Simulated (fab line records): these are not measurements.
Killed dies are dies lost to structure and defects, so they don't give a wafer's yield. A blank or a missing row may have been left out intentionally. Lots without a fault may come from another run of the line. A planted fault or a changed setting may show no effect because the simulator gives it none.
Chamber matching    flow nand_harc    rie_diel-12 running NHARC_A_CONTACT_ETCH_91: 3 sister chambers
The step etches the open film in CH3F/O2, target depth 40 nm, time 85.7 s. 14 wafers are shown with their chamber, then 7 later ones without.

== WAFERS WITH THEIR CHAMBER ==
wafer   chamber  drypump_motor_current_A (A)  showerhead_plenum_p_Torr (Torr)  rf_vpp_V (V)
L076.2  3        6.1                          2.38                             242.7
L076.3  1        5.5                          2.50                             245.7
L076.6  3        6.1                          2.38                             242.6
L080.1  1        5.5                          2.49                             246.0
L080.2  3        6.1                          2.37                             242.5
L080.3  0        5.0                          2.38                             243.6
L089.1  1        5.5                          2.48                             244.0
L089.2  3        6.1                          2.36                             242.1
L089.5  3        6.2                          2.36                             242.5
L088.1  0        5.0                          2.36                             243.8
L088.2  3        6.1                          2.36                             244.5
L088.3  1        5.5                          2.48                             245.3
L090.2  0        5.0                          2.36                             242.7
L090.5  0        5.0                          2.36                             242.0

SIGNATURES, as means of the wafers listed above
reading                   chamber 0  chamber 1  chamber 3  scatter within a chamber
drypump_motor_current_A   5.000      5.500      6.117      0.0275
showerhead_plenum_p_Torr  2.3650     2.4875     2.3683     0.00981
rf_vpp_V                  243.025    245.250    242.817    0.854
Rule: a wafer lies at a distance from a chamber equal to the root of the sum of squares, over the readings, of (its reading less the chamber's mean, divided by the reading's scatter). The wafer belongs to the nearest chamber; if the next one is less than 2 further off, it can't be placed. The scatter is the square root of a quotient: the sum, over the shown wafers, of each reading's squared deviation from its chamber's mean, divided by wafers minus chambers.

== WAFERS WITH NO CHAMBER GIVEN ==
wafer   drypump_motor_current_A (A)  showerhead_plenum_p_Torr (Torr)  rf_vpp_V (V)
L090.6  6.1                          2.36                             244.3
L092.1  5.5                          2.48                             244.9
L092.4  6.1                          2.35                             242.1
L092.6  6.1                          2.35                             243.8
L094.3  5.0                          2.36                             243.3
L094.4  5.5                          2.48                             244.5
L094.6  5.5                          2.48                             244.7

== EACH ONE'S CHAMBER ==
wafer   from the rows above  in truth
L090.6  3                    3
L092.1  1                    1
L092.4  3                    3
L092.6  3                    3
L094.3  0                    0
L094.4  1                    1
L094.6  1                    1
Correct placement for 7 of the 7. From these rows, 0 cannot be placed. Placed wrongly: 0.
